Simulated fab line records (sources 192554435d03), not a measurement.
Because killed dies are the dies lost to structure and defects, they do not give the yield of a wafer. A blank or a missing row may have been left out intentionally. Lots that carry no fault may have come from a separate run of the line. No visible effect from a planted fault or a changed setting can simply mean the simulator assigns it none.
One fault through the eyes of 2 desks || flow n5_finfet || each desk holds nothing but its own numbers, with what lay behind them at the end

## AT THE METROLOGY DESK
Means of the sampled wafers that have a number, per lot and without regard to the tool the lot ran on: this is what the gauges read. If a lot's mean is further than 4 standard deviations from the usual mean, the lot is out of limits and carries the mark OUT (the distance appears in the brackets). Only the readings that lie furthest out on some lot appear, 7 of the 11 it has.
Columns: A = DIBL_N at N5_BEOL_M4_RC_MEAS_101, usual 36.3 mV/V; B = IOFF_P at N5_BEOL_M4_RC_MEAS_101, usual 0.21 nA/um; C = ION_N at N5_BEOL_M4_RC_MEAS_101, usual 675 uA/um; D = ION_P at N5_BEOL_M4_RC_MEAS_101, usual 464 uA/um; E = SS_P at N5_BEOL_M4_RC_MEAS_101, usual 73.3 mV/dec; F = VT_N at N5_BEOL_M4_RC_MEAS_101, usual 250 mV; G = VT_P at N5_BEOL_M4_RC_MEAS_101, usual -250 mV
{"lot": "L780", "first seen here": "day 6 08:49", "A": 36.0, "B": 0.23, "C": 687, "D": 470, "E": 74.3, "F": 247, "G": -250}
{"lot": "L783", "first seen here": "day 7 00:20", "A": 38.4, "B": 0.23, "C": 694, "D": 474, "E": 74.4, "F": 247, "G": -247}
{"lot": "L786", "first seen here": "day 7 16:26", "A": 33.8, "B": 0.18, "C": 656, "D": 449, "E": 72.9, "F": 253, "G": -253}
{"lot": "L787", "first seen here": "day 7 22:41", "A": 34.5, "B": 0.18, "C": 668, "D": 461, "E": 72.9, "F": 254, "G": -252}
{"lot": "L798", "first seen here": "day 10 18:04", "A": 37.3, "B": 0.21, "C": 669, "D": 459, "E": 73.5, "F": 250, "G": -249}
{"lot": "L792", "first seen here": "day 10 18:23", "A": 34.8, "B": 0.17, "C": 670, "D": 458, "E": 72.9, "F": 254, "G": -254}
{"lot": "L799", "first seen here": "day 10 20:53", "A": 35.5, "B": 0.21, "C": 675, "D": 466, "E": 72.6, "F": 252, "G": -249}
{"lot": "L800", "first seen here": "day 11 14:15", "A": 36.5, "B": 0.21, "C": 667, "D": 458, "E": 73.5, "F": 251, "G": -249}
This desk found nothing out of limits on any of the 8 lots.

## TOOL OWNER'S DESK, rie_diel-01
The tool's own readings at N5_BEOL_M0_SAQP_SPACER2_ETCHBACK_27 (etches SiO2 in CHF3/O2, target depth 22.5 nm, time 11.25 s): means of the sampled wafers that have a number, for each lot that ran on this tool. If a lot's mean is further than 4 standard deviations from the usual mean, the lot is out of limits and carries the mark OUT (the distance appears in the brackets).
Columns: A = drypump_motor_current_A at N5_BEOL_M0_SAQP_SPACER2_ETCHBACK_27, usual 5.5 A; B = oes_o_777_au at N5_BEOL_M0_SAQP_SPACER2_ETCHBACK_27, usual 0.74 a.u.; C = oes_product_au at N5_BEOL_M0_SAQP_SPACER2_ETCHBACK_27, usual 0.74 a.u.; D = rf_vpp_V at N5_BEOL_M0_SAQP_SPACER2_ETCHBACK_27, usual 528 V; E = showerhead_plenum_p_Torr at N5_BEOL_M0_SAQP_SPACER2_ETCHBACK_27, usual 2.42 Torr; F = throttle_valve_pct at N5_BEOL_M0_SAQP_SPACER2_ETCHBACK_27, usual 19.09 %
{"lot": "L780", "first seen here": "day 6 12:44", "A": 5.3, "B": 0.75, "C": 0.76, "D": 540, "E": 2.47, "F": 19.04}
{"lot": "L786", "first seen here": "day 7 20:17", "A": 5.1, "B": 0.75, "C": 0.75, "D": 538, "E": 2.43, "F": 19.16}
{"lot": "L787", "first seen here": "day 8 02:42", "A": 5.2, "B": 0.72, "C": 0.72, "D": 532, "E": 2.43, "F": 19.09}
{"lot": "L798", "first seen here": "day 10 23:49", "A": 4.8, "B": 0.72, "C": 0.71, "D": 534, "E": 2.41, "F": 19.21}
{"lot": "L792", "first seen here": "day 11 02:50", "A": 4.8, "B": 0.72, "C": 0.71, "D": 533, "E": 2.41, "F": 19.21}
{"lot": "L799", "first seen here": "day 11 04:10", "A": 5.0, "B": 0.71, "C": 0.70, "D": 534, "E": 2.44, "F": 19.11}
{"lot": "L800", "first seen here": "day 11 19:00", "A": 5.3, "B": 0.72, "C": 0.71, "D": 538, "E": 2.39, "F": 19.23}
This desk found nothing out of limits on any of the 7 lots.

## BROUGHT TOGETHER
Metrology desk: nothing out of limits seen.
The tool owner's desk saw nothing out of limits.

## WHAT THE SIMULATOR PUT IN
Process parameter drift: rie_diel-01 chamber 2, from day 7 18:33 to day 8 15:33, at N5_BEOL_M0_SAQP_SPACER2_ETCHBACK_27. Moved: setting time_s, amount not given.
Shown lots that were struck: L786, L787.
